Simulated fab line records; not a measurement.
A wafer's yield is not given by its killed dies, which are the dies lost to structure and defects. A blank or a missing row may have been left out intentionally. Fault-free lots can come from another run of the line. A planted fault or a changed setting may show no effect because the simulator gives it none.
Lot-split experiment ; flow n5_finfet ; 21 wafers read across 7 lots, on a route 1938 steps long

## THE SPLIT
At N5_BEOL_M5_COAT_71 (time 60 s, resist thk 5 nm), the setting spin_rpm was moved away from the recipe's 1500 rpm on 10 of the 21 wafers read, by -4.9% to +8.1%. For the rest of the wafers, this setting stayed at what the recipe calls for.

## FROM THE SPLIT TO THE READING: what the file shows between them, 3 steps
- N5_BEOL_M5_COAT_05: resist thk 30 nm
- N5_BEOL_M5_EBR_07
- N5_BEOL_M5_DESCUM_16: chemistry O2, time 7 s

## THE READING
etch.depth_nm (the simulator's own value, which no gauge read), in nm, at N5_BEOL_M5_ETCH_72 (etches underlayer in N2/H2, target depth 6.5 nm, time 5.2 s). The file gives no usual value for it. Here, 11 wafers ran the recipe; their average is 4.993 nm with a standard deviation of 0.018 nm.

wafer;tool, chamber at the split;spin_rpm as run, rpm;against the recipe;etch.depth_nm, nm;against lot-mates on the recipe
L078.1;litho_track-04, 0;1605;+7.0%;4.82;no lot-mate on the recipe
L078.4;litho_track-04, 0;1605;+7.0%;4.808;no lot-mate on the recipe
L078.5;litho_track-04, 0;1605;+7.0%;4.837;no lot-mate on the recipe
L079.1;litho_track-02, 0;1622;+8.1%;4.796;-0.180
L079.2;litho_track-02, 0;1622;+8.1%;4.807;-0.169
L079.6;litho_track-02, 0;1500;recipe;4.976;-
L080.1;litho_track-02, 0;1500;recipe;5.015;-
L080.2;litho_track-02, 0;1500;recipe;5.018;-
L080.3;litho_track-02, 0;1500;recipe;5.02;-
L082.2;litho_track-03, 0;1500;recipe;4.986;-
L082.4;litho_track-03, 0;1500;recipe;4.997;-
L082.6;litho_track-03, 0;1426;-4.9%;5.127;+0.135
L083.1;litho_track-03, 0;1500;recipe;4.97;-
L083.5;litho_track-03, 0;1457;-2.9%;5.058;+0.088
L083.6;litho_track-03, 0;1457;-2.9%;5.065;+0.095
L085.4;litho_track-03, 0;1500;recipe;4.989;-
L085.5;litho_track-03, 0;1500;recipe;4.963;-
L085.6;litho_track-03, 0;1500;recipe;4.992;-
L097.2;litho_track-03, 0;1589;+5.9%;4.836;-0.162
L097.3;litho_track-03, 0;1589;+5.9%;4.853;-0.145
L097.5;litho_track-03, 0;1500;recipe;4.998;-

THE FIT
A straight line over all 21 wafers: etch.depth_nm changes by -0.0245 nm for each +1% of spin_rpm; r = -0.99; the points scatter about the line by 0.016 nm.
The same after taking each lot's own level away (the mean of its wafers on the recipe; 18 wafers): -0.0244 nm for each +1%; r = -0.99; scatter 0.013 nm.
On that fit, the largest move of spin_rpm shifts the reading by 0.2 nm.
Measured against the standard deviation above, the lots' own levels, which go from 4.9700 to 5.0177 nm, span 2.6 times it.
Hence the lot-to-lot level has little effect on the slope; both slopes agree.
Check: -0.199 nm against its lot-mates is what the line predicts for one of the wafers moved furthest among these (+8.1%) when that wafer is left out of the fit. Against them it came out at -0.18 nm.

## OTHER SPLITS APPLIED TO THESE WAFERS
These wafers also went through other splits before the reading. Each is held against what the fit with the lots' levels taken away leaves over:
other split on the same wafers;wafers away from the commonest value;r with etch.depth_nm (lot level and that fit taken away)
N5_BEOL_M0_SAQP_SPACER1_ALD_98 ald_cycles;6;+0.37
N5_BEOL_M1_ETCH_64 source_w;8;+0.18
N5_BEOL_M1_COAT_67 spin_rpm;5;+0.21
N5_BEOL_M2_DESCUM_33 time_s;5;+0.02
N5_BEOL_M2_ETCH_69 bias_w;4;+0.10
N5_BEOL_M3_ALD_98 ald_cycles;12;+0.36
N5_BEOL_M3_ETCH_41 target_depth_a;8;-0.02
N5_BEOL_M5_HM_DEP_02 target_thk_a;9;+0.22

## THE FILE'S OWN FIT
etch.depth_nm changes by -0.0244 nm for each +1% of spin_rpm, r = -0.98.
